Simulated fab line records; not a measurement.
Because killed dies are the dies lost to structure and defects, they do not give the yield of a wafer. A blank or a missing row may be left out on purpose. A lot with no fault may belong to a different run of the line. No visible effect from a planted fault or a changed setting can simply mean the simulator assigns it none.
Matching of chambers | flow n5_finfet | pecvd-04 running N5_FIN_SAQP_HM_DEP_03: 3 sister chambers
The step deposits SiNx from SiH4/NH3/N2, target thk 38 nm, time 33.6 s. 14 wafers are shown with their chamber, then 7 later ones without.

WAFERS, EACH WITH ITS CHAMBER
wafer  | chamber | throttle_valve_pct (%) | showerhead_vpp_V (V) | showerhead_plenum_p_Torr (Torr)
L082.2 | 0       | 42.8                   | 1015                 | 5.18
L082.3 | 1       | 38.1                   | 968                  | 5.13
L082.5 | 1       | 38.2                   | 981                  | 5.16
L085.2 | 2       | 37.1                   | 1135                 | 5.08
L085.3 | 0       | 43.0                   | 1024                 | 5.18
L085.4 | 1       | 38.2                   | 983                  | 5.13
L087.1 | 1       | 38.2                   | 969                  | 5.15
L087.4 | 0       | 43.1                   | 1038                 | 5.19
L087.6 | 2       | 37.1                   | 1127                 | 5.09
L090.2 | 1       | 38.0                   | 976                  | 5.13
L090.3 | 0       | 43.3                   | 1030                 | 5.19
L090.6 | 0       | 43.4                   | 1042                 | 5.19
L092.1 | 1       | 38.4                   | 979                  | 5.15
L092.2 | 0       | 43.4                   | 1017                 | 5.20

SIGNATURES (means of the wafers above)
reading                  | chamber 0 | chamber 1 | chamber 2 | scatter within a chamber
throttle_valve_pct       | 43.167    | 38.183    | 37.100    | 0.186
showerhead_vpp_V         | 1027.67   | 976.00    | 1131.00   | 8.7
showerhead_plenum_p_Torr | 5.1883    | 5.1417    | 5.0850    | 0.0105
Rule: a wafer's distance from a chamber is the root of the sum, over the readings, of the square of ((its reading less the chamber's mean) divided by the reading's scatter). The wafer belongs to the nearest chamber; if the next one is less than 2 further off, it can't be placed. The scatter is the square root of a quotient: the sum, over the shown wafers, of each reading's squared deviation from its chamber's mean, divided by wafers minus chambers.

WAFERS WITHOUT THEIR CHAMBER
wafer  | throttle_valve_pct (%) | showerhead_vpp_V (V) | showerhead_plenum_p_Torr (Torr)
L092.6 | 43.4                   | 1014                 | 5.18
L093.3 | 37.5                   | 1124                 | 5.07
L093.4 | 43.5                   | 1016                 | 5.19
L093.5 | 38.2                   | 995                  | 5.13
L094.1 | 38.2                   | 967                  | 5.14
L094.2 | 37.6                   | 1129                 | 5.09
L094.3 | 43.5                   | 1038                 | 5.19

CHAMBER TAKEN BY EACH
wafer  | from the rows above | in truth
L092.6 | 0                   | 0
L093.3 | 2                   | 2
L093.4 | 0                   | 0
L093.5 | 1                   | 1
L094.1 | 1                   | 1
L094.2 | 2                   | 2
L094.3 | 0                   | 0
Placed correctly: 7 of 7. Left unplaced by these rows: 0. Placed wrongly: 0.
